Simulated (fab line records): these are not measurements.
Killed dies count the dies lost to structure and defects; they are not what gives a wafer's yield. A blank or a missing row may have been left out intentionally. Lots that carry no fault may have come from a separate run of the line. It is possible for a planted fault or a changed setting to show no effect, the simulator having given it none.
What tool caused it? + flow n5Finfet + 12 lots, 36 wafers sampled, at 2 steps of a route of 1938

WHAT THE GAUGES READ, wafer by wafer
N5_GATE_CUT_INSPECT_26: inspects for defects (darkfield).
| lot  | measured     | on               | rawDefectCount |
|------|--------------|------------------|----------------|
| L075 | day 4 23:26  | defectInspect-02 | 154 82 53      |
| L077 | day 5 15:49  | defectInspect-02 | 30 37 19       |
| L079 | day 6 02:12  | defectInspect-02 | 85 65 54       |
| L081 | day 6 09:48  | defectInspect-01 | 57 38 36       |
| L083 | day 6 23:03  | defectInspect-02 | 58 30 37       |
| L085 | day 7 12:10  | defectInspect-02 | 61 33 62       |
| L087 | day 7 21:42  | defectInspect-01 | 41 29 22       |
| L089 | day 8 08:39  | defectInspect-01 | 55 17 20       |
| L091 | day 8 22:28  | defectInspect-01 | 33 36 38       |
| L093 | day 9 09:43  | defectInspect-01 | 56 52 47       |
| L095 | day 9 20:57  | defectInspect-02 | 29 31 47       |
| L097 | day 10 12:05 | defectInspect-02 | 33 142 50      |

WHICH TOOL RAN EACH LOT (tool, then ch and the chambers of the sampled wafers, then the start)
| lot  | N5_GATE_CUT_CUT_ETCH_53          |
|------|----------------------------------|
| L075 | rieMetal-01 ch 0,1, day 4 19:53  |
| L077 | rieMetal-02 ch 0,1, day 5 12:50  |
| L079 | rieMetal-01 ch 0,1, day 5 22:22  |
| L081 | rieMetal-03 ch 0,1, day 6 06:50  |
| L083 | rieMetal-01 ch 0,1, day 6 20:05  |
| L085 | rieMetal-03 ch 0,1, day 7 08:52  |
| L087 | rieMetal-02 ch 0,1, day 7 18:44  |
| L089 | rieMetal-03 ch 1, day 8 05:26    |
| L091 | rieMetal-01 ch 1, day 8 19:03    |
| L093 | rieMetal-01 ch 0,1, day 9 06:46  |
| L095 | rieMetal-01 ch 0,1, day 9 17:59  |
| L097 | rieMetal-03 ch 0,1, day 10 09:07 |
- N5_GATE_CUT_CUT_ETCH_53: etches W in SF6/Cl2, target depth 79.2 nm.

THE ANSWER, worked out from the rows above alone
Rule: the usual values come from the lots themselves. The widest of any qualifying gaps counts: lots, ordered by their means at a reading, are off when they make up no more than a third of the lots, leave a main group of 4 or more, and stand apart from it by 3 or more times the standard deviation of that group's means. Not used: any main group whose means are identical at the precision the tables above print for the reading. A lot without any number at a reading at which 4 lots or more have one is off too. Where the step has rows for the other lots, those lots are counted as sound.
Nothing can be told from this: no lot is off at any reading shown.

WHAT THE SIMULATOR PUT IN
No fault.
